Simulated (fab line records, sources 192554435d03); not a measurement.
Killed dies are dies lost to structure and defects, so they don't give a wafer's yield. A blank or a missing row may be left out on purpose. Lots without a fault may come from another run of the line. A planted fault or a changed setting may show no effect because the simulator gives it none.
Chamber matching | flow n5_finfet | N5_PASSIVATION_PECVD_00 on pecvd-04: 3 sister chambers
The step deposits SiO2 from SiH4/N2O, target thk 200 nm, time 11.2 s. 18 wafers are shown with their chamber, then 9 later ones without.

WAFERS WITH THEIR CHAMBER
wafer  | chamber | showerhead_plenum_p_Torr (Torr) | throttle_valve_pct (%) | heater_power_w (W)
L077.1 | 0       | 8.18                            | 51.9                   | 622
L077.2 | 2       | 8.11                            | 50.8                   | 701
L077.5 | 2       | 8.10                            | 51.0                   | 702
L080.1 | 1       | 8.19                            | 52.7                   | 847
L080.2 | 0       | 8.16                            | 51.5                   | 626
L080.5 | 1       | 8.20                            | 52.4                   | 879
L081.1 | 1       | 8.20                            | 52.6                   | 711
L081.3 | 0       | 8.17                            | 51.7                   | 545
L081.4 | 0       | 8.15                            | 51.6                   | 559
L084.3 | 2       | 8.11                            | 51.4                   | 578
L084.5 | 2       | 8.12                            | 51.3                   | 587
L084.6 | 0       | 8.15                            | 51.8                   | 604
L086.2 | 2       | 8.11                            | 51.7                   | 582
L086.3 | 1       | 8.20                            | 52.8                   | 702
L086.6 | 0       | 8.13                            | 51.6                   | 606
L089.2 | 1       | 8.19                            | 52.7                   | 783
L089.4 | 1       | 8.18                            | 52.7                   | 761
L089.5 | 0       | 8.16                            | 51.5                   | 618

SIGNATURES (means of the wafers above)
reading                  | chamber 0 | chamber 1 | chamber 2 | scatter within a chamber
showerhead_plenum_p_Torr | 8.1571    | 8.1933    | 8.1100    | 0.0118
throttle_valve_pct       | 51.657    | 52.650    | 51.240    | 0.22
heater_power_w           | 597.14    | 780.50    | 630.00    | 57
Rule: a wafer's distance from a chamber is the root of the sum, over the readings, of the square of ((its reading less the chamber's mean) divided by the reading's scatter). The wafer belongs to the nearest chamber; if the next one is less than 2 further off, it can't be placed. The scatter: the root of (the sum of the squares of (reading less its chamber's mean) over the shown wafers, divided by (wafers less chambers)).

WAFERS WITHOUT THEIR CHAMBER
wafer  | showerhead_plenum_p_Torr (Torr) | throttle_valve_pct (%) | heater_power_w (W)
L097.1 | 8.09                            | 51.6                   | 633
L097.2 | 8.20                            | 52.6                   | 850
L097.6 | 8.11                            | 51.8                   | 651
L094.1 | 8.14                            | 51.7                   | 608
L094.2 | 8.19                            | 52.8                   | 868
L094.6 | 8.18                            | 51.6                   | 621
L095.1 | 8.17                            | 51.6                   | 645
L095.4 | 8.18                            | 52.6                   | 853
L095.6 | 8.16                            | 51.5                   | 666

WHICH CHAMBER EACH WENT THROUGH
wafer  | from the rows above     | in truth
L097.1 | 2                       | 2
L097.2 | 1                       | 1
L097.6 | can't be placed: 2 or 0 | 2
L094.1 | can't be placed: 0 or 2 | 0
L094.2 | 1                       | 1
L094.6 | 0                       | 0
L095.1 | 0                       | 0
L095.4 | 1                       | 1
L095.6 | 0                       | 0
Placed correctly: 7 of 9. Can't be placed from these rows: 2 (the true chamber is among the candidates in 2). Placed wrongly: 0.
